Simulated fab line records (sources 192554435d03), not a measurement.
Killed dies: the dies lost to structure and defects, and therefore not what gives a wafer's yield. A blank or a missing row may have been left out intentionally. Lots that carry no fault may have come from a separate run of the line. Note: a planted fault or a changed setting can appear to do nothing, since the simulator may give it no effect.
Chamber matching + flow n5-finfet + N5_BEOL_M15_DESCUM_33 on rie-diel-02 has 4 sister chambers
The step chemistry O2, time 7.9 s. 4 wafers are shown with their chamber, then 9 later ones without.

## EACH WAFER AND ITS CHAMBER
| wafer  | chamber | showerhead-plenum-p-Torr (Torr) |
|--------|---------|---------------------------------|
| L083.3 | 3       | 2.17                            |
| L088.2 | 1       | 2.12                            |
| L088.4 | 2       | 2.22                            |
| L088.6 | 0       | 2.10                            |

## WAFERS MISSING THEIR CHAMBER
| wafer  | showerhead-plenum-p-Torr (Torr) |
|--------|---------------------------------|
| L092.2 | 2.10                            |
| L092.3 | 2.16                            |
| L092.5 | 2.12                            |
| L093.2 | 2.16                            |
| L093.5 | 2.10                            |
| L093.6 | 2.12                            |
| L097.1 | 2.22                            |
| L097.3 | 2.09                            |
| L097.4 | 2.16                            |

## THE CHAMBER EACH PASSED THROUGH
| wafer  | from the rows above | in truth |
|--------|---------------------|----------|
| L092.2 | 0                   | 0        |
| L092.3 | 3                   | 3        |
| L092.5 | 1                   | 1        |
| L093.2 | 3                   | 3        |
| L093.5 | 0                   | 0        |
| L093.6 | 1                   | 1        |
| L097.1 | 2                   | 2        |
| L097.3 | 0                   | 0        |
| L097.4 | 3                   | 3        |
Correct placement for 9 of the 9. Number that these rows cannot place: 0. Wrongly placed: 0.
How it was worked out, from the rows above alone: a wafer's distance from a chamber is the root of the sum, over the readings, of the square of ((its reading less the chamber's mean) divided by the reading's scatter). The wafer belongs to the nearest chamber; if the next one is less than 2 further off, it can't be placed. A chamber's mean is the mean of its shown wafers. The scatter: root of mean squared gap, hidden wafer to nearest shown wafer, with one shown wafer a chamber.
